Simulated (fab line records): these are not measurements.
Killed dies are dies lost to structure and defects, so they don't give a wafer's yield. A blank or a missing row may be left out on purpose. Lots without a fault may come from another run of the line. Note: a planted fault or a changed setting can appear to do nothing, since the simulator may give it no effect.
fab line records + flow n5-finfet
record
- lots=10
- wafers=30
- last-day=19
route steps=1938 shown BEOL_M1@819 BEOL_M2@841 BEOL_M4@1111 PASSIVATION@1936
lots untouched by any fault: they come from a run of this same line in which no faults occurred
start-h: the number of hours between the record's first day and the start of the first shown wafer of the lot + wait-h: hours since the lot's step before + " the same as in the row above + L1.1+2: a single row standing in for several wafers + - either no value or no given start + * or withheld: withheld + < > ~ a bound
route shown NAME@n: a module of which the file shows steps, and the number in the route of the first + usual: mean/standard deviation of fault-free wafers + same: alike in all rows + chamber/n: place in a boat + sites: per-site readings + _std_site: the values' standard deviation + _edge_site: the outer-site mean with the inner-site mean subtracted + radius-mm: how far each site lies from the wafer's centre + mask NAME#n: copy n + behind: the tool/chamber that last shaped the wafer + hold: why the lot went on hold/how many hours it stayed there/how the hold came to an end + device: names the non-switching transistor (n, p or np) + end of line: at the end of the route, the tests of the same wafers + a step with no rows: only its recipe + killed: at the first sort, the dies lost to defects and structure; wafer yield is something else + map: dies across one wafer; x = killed, . = not, _ = none there
set.NAME: setting as actually run; set.NAME@STEP: the setting as run at that earlier step + model.NAME: the simulator's own value behind a step, which no gauge read
steps of the route over a sample of lots; a table a step, a row a wafer
services: from which hour (start-h, from the record's first day; less than 0 if before it) a tool's chamber was out of use, for how many hours, and why
## steps
# step N5_BEOL_M1_ANNEAL_82
# recipe
- temp-c=400
- time-s=240
- ambient=vacuum
# usual
- heater-power-w=792/97
| lot.wafer | tool           | chamber | start-h | wait-h | heater-power-w |
|-----------|----------------|---------|---------|--------|----------------|
| L420.1    | pvd-sputter-01 | -       | 168.43  | 0.0    | 738            |
| L420.4    | "              | -       | "       | "      | 785            |
| L420.6    | "              | -       | "       | "      | 893            |
| L422.1    | pvd-sputter-01 | -       | 189.38  | 0.0    | 882            |
| L422.3    | "              | -       | "       | "      | 887            |
| L422.4    | "              | -       | "       | "      | 749            |
| L426.2    | pvd-sputter-02 | -       | 206.94  | 0.0    | 707            |
| L426.3    | "              | -       | "       | "      | 968            |
| L426.4    | "              | -       | "       | "      | 805            |
| L430.2    | pvd-sputter-02 | -       | 225.18  | 0.0    | 713            |
| L430.3    | "              | -       | "       | "      | 954            |
| L430.6    | "              | -       | "       | "      | 703            |
| L429.1    | pvd-sputter-03 | -       | 225.32  | 0.0    | 679            |
| L429.3    | "              | -       | "       | "      | 657            |
| L429.6    | "              | -       | "       | "      | 655            |
| L434.1    | pvd-sputter-02 | -       | 245.99  | 0.0    | 802            |
| L434.4    | "              | -       | "       | "      | 682            |
| L434.6    | "              | -       | "       | "      | 958            |
| L435.1    | pvd-sputter-03 | -       | 255.50  | 0.0    | 688            |
| L435.2    | "              | -       | "       | "      | 643            |
| L435.5    | "              | -       | "       | "      | 834            |
| L436.2    | pvd-sputter-02 | -       | 258.16  | 0.0    | 807            |
| L436.5    | "              | -       | "       | "      | 969            |
| L436.6    | "              | -       | "       | "      | 713            |
| L437.2    | pvd-sputter-03 | -       | 270.32  | 0.0    | 849            |
| L437.4    | "              | -       | "       | "      | 708            |
| L437.5    | "              | -       | "       | "      | 702            |
| L438.2    | pvd-sputter-01 | -       | 274.21  | 0.0    | 886            |
| L438.3    | "              | -       | "       | "      | 730            |
| L438.6    | "              | -       | "       | "      | 797            |
# step N5_BEOL_M1_SPUTTER_90
# recipe
- material=Cu
- target-thk-a=45
- temp-c=-20
- chamber-pressure-pa=0.07
- power-w=withheld
- time-s=8.29
# usual
- throttle-valve-pct=29.9/1.1
| lot.wafer | tool           | chamber | start-h | wait-h | throttle-valve-pct |
|-----------|----------------|---------|---------|--------|--------------------|
| L420.1    | pvd-sputter-01 | -       | 169.01  | 0.1    | 31.2               |
| L420.4    | "              | -       | "       | "      | 30.1               |
| L420.6    | "              | -       | "       | "      | 29.5               |
| L422.1    | pvd-sputter-01 | -       | 189.96  | 0.1    | 27.9               |
| L422.3    | "              | -       | "       | "      | 29.6               |
| L422.4    | "              | -       | "       | "      | 30.9               |
| L426.2    | pvd-sputter-02 | -       | 207.52  | 0.1    | 30.2               |
| L426.3    | "              | -       | "       | "      | 29.9               |
| L426.4    | "              | -       | "       | "      | 29.6               |
| L430.2    | pvd-sputter-02 | -       | 225.76  | 0.1    | 30.3               |
| L430.3    | "              | -       | "       | "      | 30.1               |
| L430.6    | "              | -       | "       | "      | 30.0               |
| L429.1    | pvd-sputter-03 | -       | 225.90  | 0.1    | 30.6               |
| L429.3    | "              | -       | "       | "      | 28.9               |
| L429.6    | "              | -       | "       | "      | 28.9               |
| L434.1    | pvd-sputter-02 | -       | 246.57  | 0.1    | 29.8               |
| L434.4    | "              | -       | "       | "      | 31.8               |
| L434.6    | "              | -       | "       | "      | 30.0               |
| L435.1    | pvd-sputter-03 | -       | 256.08  | 0.1    | 30.6               |
| L435.2    | "              | -       | "       | "      | 29.1               |
| L435.5    | "              | -       | "       | "      | 28.5               |
| L436.2    | pvd-sputter-02 | -       | 258.74  | 0.1    | 29.6               |
| L436.5    | "              | -       | "       | "      | 29.7               |
| L436.6    | "              | -       | "       | "      | 31.8               |
| L437.2    | pvd-sputter-03 | -       | 270.90  | 0.1    | 28.5               |
| L437.4    | "              | -       | "       | "      | 30.8               |
| L437.5    | "              | -       | "       | "      | 30.6               |
| L438.2    | pvd-sputter-01 | -       | 274.79  | 0.1    | 27.8               |
| L438.3    | "              | -       | "       | "      | 31.1               |
| L438.6    | "              | -       | "       | "      | 30.2               |
# step N5_BEOL_M1_ANNEAL_95
# recipe
- temp-c=400
- time-s=240
- ambient=vacuum
# usual
- heater-power-w=791/96
| lot.wafer | tool           | chamber | start-h | wait-h | heater-power-w |
|-----------|----------------|---------|---------|--------|----------------|
| L420.1    | pvd-sputter-01 | -       | 169.53  | 0.0    | 725            |
| L420.4    | "              | -       | "       | "      | 767            |
| L420.6    | "              | -       | "       | "      | 882            |
| L422.1    | pvd-sputter-01 | -       | 190.48  | 0.0    | 861            |
| L422.3    | "              | -       | "       | "      | 887            |
| L422.4    | "              | -       | "       | "      | 701            |
| L426.2    | pvd-sputter-02 | -       | 208.04  | 0.0    | 713            |
| L426.3    | "              | -       | "       | "      | 942            |
| L426.4    | "              | -       | "       | "      | 804            |
| L430.2    | pvd-sputter-02 | -       | 226.28  | 0.0    | 705            |
| L430.3    | "              | -       | "       | "      | 973            |
| L430.6    | "              | -       | "       | "      | 710            |
| L429.1    | pvd-sputter-03 | -       | 226.42  | 0.0    | 671            |
| L429.3    | "              | -       | "       | "      | 652            |
| L429.6    | "              | -       | "       | "      | 652            |
| L434.1    | pvd-sputter-02 | -       | 247.09  | 0.0    | 829            |
| L434.4    | "              | -       | "       | "      | 691            |
| L434.6    | "              | -       | "       | "      | 971            |
| L435.1    | pvd-sputter-03 | -       | 256.60  | 0.0    | 689            |
| L435.2    | "              | -       | "       | "      | 658            |
| L435.5    | "              | -       | "       | "      | 872            |
| L436.2    | pvd-sputter-02 | -       | 259.26  | 0.0    | 821            |
| L436.5    | "              | -       | "       | "      | 928            |
| L436.6    | "              | -       | "       | "      | 695            |
| L437.2    | pvd-sputter-03 | -       | 271.42  | 0.0    | 860            |
| L437.4    | "              | -       | "       | "      | 725            |
| L437.5    | "              | -       | "       | "      | 675            |
| L438.2    | pvd-sputter-01 | -       | 275.31  | 0.0    | 888            |
| L438.3    | "              | -       | "       | "      | 717            |
| L438.6    | "              | -       | "       | "      | 783            |
# step N5_BEOL_M2_ILD_DEP_00
# recipe
- material=SiOC
- target-thk-a=790
- temp-c=350
- precursor=DEMS/O2
- pressure-torr=5
- rf-w=500
- time-s=15.3
# usual
- chamber-pressure-Torr=4.999/0.011
- heater-power-outer-w=251/40
- heater-power-w=470/64
- showerhead-plenum-p-Torr=5.702/0.018
- throttle-valve-pct=11.8/0.79
| lot.wafer | tool     | chamber | start-h | wait-h | chamber-pressure-Torr | heater-power-outer-w | heater-power-w | showerhead-plenum-p-Torr | throttle-valve-pct |
|-----------|----------|---------|---------|--------|-----------------------|----------------------|----------------|--------------------------|--------------------|
| L420.1    | pecvd-03 | 1       | 171.57  | 0.0    | 4.997                 | 200                  | 411            | 5.691                    | 12.6               |
| L420.4    | "        | 1       | "       | "      | 4.976                 | 207                  | 402            | 5.690                    | 12.5               |
| L420.6    | "        | 2       | "       | "      | 4.990                 | 262                  | 485            | 5.710                    | 10.7               |
| L422.1    | pecvd-03 | 2       | 191.73  | 0.0    | 4.992                 | 257                  | 482            | 5.694                    | 10.7               |
| L422.3    | "        | 0       | "       | "      | 4.957                 | 292                  | 539            | 5.695                    | 12.3               |
| L422.4    | "        | 0       | "       | "      | 4.979                 | 297                  | 554            | 5.685                    | 12.0               |
| L426.2    | pecvd-02 | 1       | 209.29  | 0.0    | 4.997                 | 225                  | 424            | 5.680                    | 11.2               |
| L426.3    | "        | 2       | "       | "      | 4.985                 | 275                  | 541            | 5.701                    | 12.0               |
| L426.4    | "        | 2       | "       | "      | 4.992                 | 269                  | 526            | 5.708                    | 12.2               |
| L430.2    | pecvd-03 | 1       | 227.72  | 0.0    | -                     | -                    | -              | -                        | -                  |
| L430.3    | "        | 2       | "       | "      | -                     | -                    | -              | -                        | -                  |
| L430.6    | "        | 1       | "       | "      | -                     | -                    | -              | -                        | -                  |
| L429.1    | pecvd-03 | 2       | 228.06  | 0.0    | -                     | -                    | -              | -                        | -                  |
| L429.3    | "        | 0       | "       | "      | -                     | -                    | -              | -                        | -                  |
| L429.6    | "        | 2       | "       | "      | -                     | -                    | -              | -                        | -                  |
| L434.1    | pecvd-01 | 2       | 248.40  | 0.0    | 4.990                 | 299                  | 502            | 5.715                    | 10.7               |
| L434.4    | "        | 1       | "       | "      | 5.003                 | 234                  | 450            | 5.738                    | 13.0               |
| L434.6    | "        | 0       | "       | "      | 5.016                 | 301                  | 544            | 5.702                    | 11.4               |
| L435.1    | pecvd-03 | 0       | 257.85  | 0.0    | 4.996                 | 273                  | 521            | 5.687                    | 12.2               |
| L435.2    | "        | 1       | "       | "      | 5.013                 | 224                  | 431            | 5.674                    | 12.7               |
| L435.5    | "        | 2       | "       | "      | 4.988                 | 264                  | 481            | 5.705                    | 10.6               |
| L436.2    | pecvd-01 | 2       | 260.51  | 0.0    | 4.999                 | 297                  | 515            | 5.713                    | 10.7               |
| L436.5    | "        | 0       | "       | "      | 4.997                 | 286                  | 520            | 5.685                    | 11.4               |
| L436.6    | "        | 2       | "       | "      | 5.009                 | 302                  | 511            | 5.716                    | 10.6               |
| L437.2    | pecvd-02 | 2       | 272.69  | 0.0    | 5.001                 | 313                  | 597            | 5.700                    | 12.1               |
| L437.4    | "        | 0       | "       | "      | 4.991                 | 224                  | 416            | 5.695                    | 12.1               |
| L437.5    | "        | 1       | "       | "      | 4.993                 | 233                  | 435            | 5.675                    | 11.2               |
| L438.2    | pecvd-03 | 1       | 276.59  | 0.0    | 5.004                 | 191                  | 380            | 5.670                    | 12.4               |
| L438.3    | "        | 0       | "       | "      | 5.015                 | 334                  | 619            | 5.678                    | 12.2               |
| L438.6    | "        | 2       | "       | "      | 4.992                 | 263                  | 485            | 5.718                    | 10.9               |
# step N5_BEOL_M2_OCD_MEAS_38
# usual
- trench-depth-nm=55.0/1.1
| lot.wafer | tool   | chamber | start-h | wait-h | trench-depth-nm |
|-----------|--------|---------|---------|--------|-----------------|
| L420.1    | ocd-02 | -       | 195.67  | -      | 54.2            |
| L420.4    | "      | -       | "       | "      | 55.2            |
| L420.6    | "      | -       | "       | "      | 54.8            |
| L422.1    | ocd-02 | -       | 216.17  | -      | 54.6            |
| L422.3    | "      | -       | "       | "      | 54.1            |
| L422.4    | "      | -       | "       | "      | 56.2            |
| L426.2    | ocd-02 | -       | 241.40  | -      | 56.4            |
| L426.3    | "      | -       | "       | "      | 54.7            |
| L426.4    | "      | -       | "       | "      | 56.9            |
| L430.2    | ocd-02 | -       | 262.06  | -      | -               |
| L430.3    | "      | -       | "       | "      | -               |
| L430.6    | "      | -       | "       | "      | -               |
| L429.1    | ocd-01 | -       | 263.98  | -      | -               |
| L429.3    | "      | -       | "       | "      | -               |
| L429.6    | "      | -       | "       | "      | -               |
| L434.1    | ocd-01 | -       | 277.35  | -      | 56.5            |
| L434.4    | "      | -       | "       | "      | 53.8            |
| L434.6    | "      | -       | "       | "      | 53.7            |
| L435.1    | ocd-02 | -       | 290.64  | -      | 54.9            |
| L435.2    | "      | -       | "       | "      | 55.2            |
| L435.5    | "      | -       | "       | "      | 54.6            |
| L436.2    | ocd-01 | -       | 300.46  | -      | 55.6            |
| L436.5    | "      | -       | "       | "      | 54.1            |
| L436.6    | "      | -       | "       | "      | 55.3            |
| L437.2    | ocd-01 | -       | 303.71  | -      | 55.5            |
| L437.4    | "      | -       | "       | "      | 54.1            |
| L437.5    | "      | -       | "       | "      | 54.6            |
| L438.2    | ocd-02 | -       | 307.90  | -      | 53.5            |
| L438.3    | "      | -       | "       | "      | 53.7            |
| L438.6    | "      | -       | "       | "      | 56.2            |
# step N5_BEOL_M4_RC_MEAS_101
# usual
- DIBL_N=35.8/1.7
- DIBL_P=35.3/2
- IOFF_N=0.150/0.026
- IOFF_P=0.194/0.029
- ION_N=667/11
- ION_P=456/7.1
- SS_N=71.4/0.65
- SS_P=73.1/0.64
- VT_N=251/3
- VT_P=-252/3.2
| lot.wafer | tool      | chamber | start-h | wait-h | DIBL_N[mV/V] | DIBL_P[mV/V] | IOFF_N[nA/um] | IOFF_P[nA/um] | ION_N[uA/um] | ION_P[uA/um] | SS_N[mV/dec] | SS_P[mV/dec] | VT_N[mV] | VT_P[mV] |
|-----------|-----------|---------|---------|--------|--------------|--------------|---------------|---------------|--------------|--------------|--------------|--------------|----------|----------|
| L420.1    | prober-02 | 0       | 248.07  | 0.0    | 33.9         | 32.9         | 0.125         | 0.150         | 669          | 448          | 71.4         | 72.4         | 255      | -255     |
| L420.4    | "         | 0       | "       | "      | 31.8         | 31.0         | 0.097         | 0.135         | 644          | 443          | 69.8         | 72.2         | 256      | -257     |
| L420.6    | "         | 0       | "       | "      | 34.2         | 33.7         | 0.125         | 0.157         | 662          | 453          | 71.0         | 72.5         | 253      | -254     |
| L422.1    | prober-02 | 0       | 269.99  | 0.0    | 34.0         | 35.8         | 0.141         | 0.208         | 676          | 468          | 70.9         | 72.7         | 250      | -249     |
| L422.3    | "         | 0       | "       | "      | 32.6         | 33.2         | 0.123         | 0.172         | 667          | 458          | 70.8         | 71.9         | 251      | -251     |
| L422.4    | "         | 0       | "       | "      | 36.1         | 38.3         | 0.184         | 0.250         | 680          | 468          | 71.3         | 73.2         | 247      | -243     |
| L426.2    | prober-02 | 0       | 286.73  | 0.2    | 37.4         | 38.0         | 0.163         | 0.246         | 681          | 466          | 70.8         | 73.6         | 250      | -247     |
| L426.3    | "         | 0       | "       | "      | 32.9         | 32.1         | 0.104         | 0.162         | 668          | 461          | 70.4         | 72.0         | 254      | -252     |
| L426.4    | "         | 0       | "       | "      | 36.3         | 35.2         | 0.139         | 0.201         | 664          | 467          | 70.6         | 72.2         | 253      | -251     |
| L434.1    | prober-01 | 0       | 335.82  | 0.0    | 36.1         | 35.1         | 0.165         | 0.231         | 666          | 467          | 71.9         | 72.7         | 245      | -246     |
| L434.4    | "         | 0       | "       | "      | 38.2         | 36.6         | 0.209         | 0.262         | 691          | 470          | 71.8         | 73.3         | 243      | -244     |
| L434.6    | "         | 0       | "       | "      | 34.3         | 31.9         | 0.121         | 0.186         | 652          | 458          | 70.9         | 72.6         | 251      | -251     |
| L435.1    | prober-01 | 0       | 338.72  | 0.0    | 33.6         | 33.6         | 0.139         | 0.173         | 664          | 454          | 70.7         | 72.6         | 250      | -253     |
| L435.2    | "         | 0       | "       | "      | 33.7         | 32.3         | 0.123         | 0.147         | 652          | 452          | 70.9         | 71.9         | 254      | -257     |
| L435.5    | "         | 0       | "       | "      | 33.3         | 32.0         | 0.122         | 0.149         | 652          | 445          | 70.9         | 72.5         | 251      | -256     |
| L436.2    | prober-01 | 0       | 344.32  | 0.2    | 34.3         | 34.8         | 0.117         | 0.170         | 668          | 463          | 70.9         | 73.4         | 255      | -253     |
| L436.5    | "         | 0       | "       | "      | 36.6         | 37.6         | 0.153         | 0.217         | 666          | 458          | 71.9         | 73.2         | 253      | -251     |
| L436.6    | "         | 0       | "       | "      | 34.5         | 35.9         | 0.129         | 0.184         | 674          | 463          | 71.3         | 73.1         | 252      | -253     |
| L437.2    | prober-02 | 0       | 347.74  | 0.2    | 37.6         | 35.2         | 0.177         | 0.217         | 680          | 463          | 71.3         | 73.9         | 248      | -248     |
| L437.4    | "         | 0       | "       | "      | 36.5         | 35.3         | 0.159         | 0.212         | 669          | 461          | 70.4         | 72.7         | 250      | -250     |
| L437.5    | "         | 0       | "       | "      | 36.8         | 36.0         | 0.167         | 0.225         | 679          | 464          | 71.2         | 73.7         | 250      | -252     |
| L438.2    | prober-02 | 0       | 349.58  | 0.2    | 36.4         | 37.8         | 0.167         | 0.192         | 676          | 457          | 71.4         | 73.8         | 247      | -252     |
| L438.3    | "         | 0       | "       | "      | 32.1         | 30.6         | 0.103         | 0.114         | 649          | 443          | 70.6         | 71.6         | 255      | -260     |
| L438.6    | "         | 0       | "       | "      | 38.1         | 38.0         | 0.195         | 0.186         | 674          | 452          | 72.7         | 73.5         | 247      | -255     |
# step N5_PASSIVATION_PROBE_49
# usual
- defect-limited-yield=91.5/1.4
- killed_at_M0_to_M3=34/11
- killed_at_M4_up=15/6
- killed-at-contacts=11/5.9
- killed-at-front-end=37/11
- killed-at-other=3.6/2.9
- killed-dies=101/17
- killed-on-rim=13/4
- killed-open=66/12
- killed-short=33/7.8
- sort_bin_5_function=5.0/0.97
- sort_bin_6_memory=3.2/0.65
- sort_bin_8_speed=0.02/0.2
- sort-n-pass=1079/17
- sort-yield-pct=91.4/1.4
# same
- gross-dies=1180
- killed-at-back-side=0
- sort_bin_4_leakage[%]=0
| lot.wafer | tool      | chamber | start-h | wait-h | defect-limited-yield[%] | killed_at_M0_to_M3 | killed_at_M4_up | killed-at-contacts | killed-at-front-end | killed-at-other | killed-dies | killed-on-rim | killed-open | killed-short | sort_bin_5_function[%] | sort_bin_6_memory[%] | sort_bin_8_speed[%] | sort-n-pass | sort-yield-pct[%] |
|-----------|-----------|---------|---------|--------|-------------------------|--------------------|-----------------|--------------------|---------------------|-----------------|-------------|---------------|-------------|--------------|------------------------|----------------------|---------------------|-------------|-------------------|
| L426.2    | prober-02 | -       | 401.85  | 0.1    | 91.3                    | 43                 | 15              | 12                 | 32                  | 1               | 103         | 10            | 69          | 32           | 4.3                    | 4.2                  | 0                   | 1077        | 91.3              |
| L426.3    | prober-02 | -       | 401.90  | 0.1    | 93.9                    | 17                 | 12              | 6                  | 37                  | 0               | 72          | 10            | 48          | 24           | 4.2                    | 1.5                  | 0                   | 1108        | 93.9              |
| L426.4    | prober-02 | -       | 401.95  | 0.2    | 94.2                    | 19                 | 14              | 5                  | 25                  | 5               | 68          | 11            | 42          | 25           | 3.8                    | 1.6                  | 0                   | 1112        | 94.2              |
| L430.2    | prober-01 | -       | 423.70  | 0.1    | 0                       | 1170               | 1               | 2                  | 6                   | 1               | 1180        | 152           | 8           | 6            | 73.3                   | 2.9                  | 0                   | 0           | 0                 |
| L430.3    | prober-01 | -       | 423.75  | 0.1    | 0                       | 1170               | 2               | 3                  | 4                   | 1               | 1180        | 152           | 11          | 2            | 74.4                   | 3.2                  | 0                   | 0           | 0                 |
| L430.6    | prober-01 | -       | 423.90  | 0.3    | 0                       | 1166               | 4               | 1                  | 9                   | 0               | 1180        | 152           | 14          | 5            | 72.4                   | 3.2                  | 0                   | 0           | 0                 |
| L429.1    | prober-02 | -       | 427.53  | 0.0    | 0                       | 1166               | 2               | 0                  | 8                   | 4               | 1180        | 152           | 13          | 3            | 73.0                   | 3.5                  | 0                   | 0           | 0                 |
| L429.3    | prober-02 | -       | 427.63  | 0.1    | 0                       | 1169               | 3               | 1                  | 4                   | 3               | 1180        | 152           | 15          | 6            | 71.9                   | 3.3                  | 0                   | 0           | 0                 |
| L429.6    | prober-02 | -       | 427.78  | 0.3    | 0                       | 1168               | 1               | 4                  | 6                   | 1               | 1180        | 152           | 11          | 3            | 72.6                   | 2.7                  | 0                   | 0           | 0                 |
# killed by level:class
L426.2 MOL_CONTACT_COAG:geometric-particle:open=12 BEOL_M2:geometric-particle:open=9 BEOL_M0_SAQP:geometric-particle:short=8 GATE_CUT:geometric-particle:open=6 BEOL_M3:geometric-particle:open=6 FIN_SAQP:geometric-particle:open=5 BEOL_M2:geometric-particle:short=5 BEOL_M0:geometric-particle:open=5
L426.3 STI_FIN_REVEAL:geometric-particle:open=7 BEOL_M4:geometric-particle:open=7 BEOL_M3:geometric-particle:open=7 GATE_CUT:geometric-particle:short=5 GATE_CUT:geometric-particle:open=5 ILD0:geometric-particle:open=4 MOL_CONTACT_COAG:geometric-particle:open=4 BEOL_M7:geometric-particle:open=4
L426.4 BEOL_M4:geometric-particle:open=6 GATE_CUT:geometric-particle:open=5 BEOL_M0_SAQP:geometric-particle:short=5 MOL_CONTACT_COAG:geometric-particle:open=4 BEOL_M3:geometric-particle:open=4 FIN_SAQP:geometric-particle:short=3 STI_FIN_REVEAL:geometric-particle:open=3 BEOL_M2:geometric-particle:short=3
L430.2 BEOL_M2:lost-pattern=1159 BEOL_M2:area-dep=7 FIN_SAQP:geometric-particle:short=2 FIN_SAQP:geometric-particle:open=1 STI_FIN_REVEAL:geometric-particle:open=1 DUMMY_GATE:geometric-particle:open=1 MOL_CONTACT_COAG:geometric-particle:open=1 MOL_CONTACT_COAG:geometric-particle:short=1
L430.3 BEOL_M2:lost-pattern=1162 BEOL_M2:area-dep=5 SPACER0:geometric-particle:open=3 MOL_CONTACT_COAG:geometric-particle:open=3 BEOL_M1:geometric-particle:open=2 FIN_SAQP:geometric-particle:short=1 BEOL_M2:geometric-particle:open=1 BEOL_M4:geometric-particle:open=1
L430.6 BEOL_M2:lost-pattern=1158 FIN_SAQP:geometric-particle:short=3 BEOL_M0_SAQP:geometric-particle:open=3 BEOL_M2:area-dep=3 FIN_SAQP:geometric-particle:open=2 STI_FIN_REVEAL:geometric-particle:open=2 BEOL_M4:geometric-particle:open=2 ILD0:geometric-particle:short=1
L429.1 BEOL_M2:lost-pattern=1159 BEOL_M2:area-dep=4 FIN_SAQP:geometric-particle:open=3 BEOL_M0_SAQP:geometric-particle:open=2 FIN_SAQP:geometric-particle:short=1 FIN_CUT:geometric-particle:open=1 STI_FIN_REVEAL:geometric-particle:open=1 ILD0:geometric-particle:short=1
L429.3 BEOL_M2:lost-pattern=1153 BEOL_M2:area-dep=6 FIN_SAQP:geometric-particle:open=3 BEOL_M0_SAQP:geometric-particle:short=3 BEOL_M1:geometric-particle:open=3 BEOL_M2:geometric-particle:open=3 MIM_TOP_ETCH:geometric-particle:short=2 MOL_CONTACT_COAG:geometric-particle:open=1
L429.6 BEOL_M2:lost-pattern=1163 FIN_SAQP:geometric-particle:open=3 MOL_CONTACT_COAG:geometric-particle:open=3 BEOL_M2:area-dep=3 FIN_SAQP:geometric-particle:short=1 STI_FIN_REVEAL:geometric-particle:short=1 MOL_CONTACT_COAG:geometric-particle:short=1 BEOL_M1:geometric-particle:open=1
## services
| tool           | chamber | start-h | hours | kind                          |
|----------------|---------|---------|-------|-------------------------------|
| pecvd-01       | -       | 164.40  | 1.5   | repair                        |
| pecvd-03       | -       | 179.32  | 2.1   | repair                        |
| pecvd-01       | -       | 195.97  | 1.0   | repair                        |
| pecvd-01       | 0       | 199.32  | 2.1   | scheduled-down                |
| pecvd-01       | 2       | 202.38  | -     | clean                         |
| pecvd-01       | 2       | 202.38  | -     | consumable-replace:showerhead |
| pecvd-01       | 2       | 202.38  | 29.0  | scheduled-down                |
| pecvd-01       | 2       | 202.38  | 29.0  | vent-cycle                    |
| pecvd-01       | -       | 227.82  | 5.1   | repair                        |
| pvd-sputter-02 | -       | 228.43  | 5.9   | repair                        |
| pecvd-03       | 1       | 229.11  | 16.5  | scheduled-down                |
| pecvd-03       | -       | 229.72  | 4.3   | pm                            |
| pecvd-03       | 0       | 236.89  | 5.9   | repair                        |
| pecvd-02       | 0       | 273.39  | 5.5   | scheduled-down                |
## key
first-sign
- step=N5_BEOL_M2_ILD_DEP_00
- reading=tool-record
- direction=missing
effect
- step=N5_BEOL_M2_OCD_MEAS_38
- reading=trench-depth-nm
- direction=missing
effect
- step=N5_PASSIVATION_PROBE_49
- reading=killed_at_M0_to_M3
- direction=up
- sigmas=99+
- usual=34
- struck=1168
met-at N5_BEOL_M2_ILD_DEP_00
struck-lots L429,L430
later-rows-left-out L429.1,L429.3,L429.6,L430.2,L430.3,L430.6
not-acting-at N5_BEOL_M1_ANNEAL_82,N5_BEOL_M1_SPUTTER_90,N5_BEOL_M1_ANNEAL_95
onset-between 191.73 227.72
fault
- kind=skipped-step-whole
- tool=pecvd-03
- chamber=-
- onset-h=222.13
- steps=N5_BEOL_M2_ILD_DEP_00
- scope=struck-lots-only
# later-rows-left-out: the simulator's readings of these wafers behind a module that went badly wrong aren't trusted and aren't shown, but for the sort
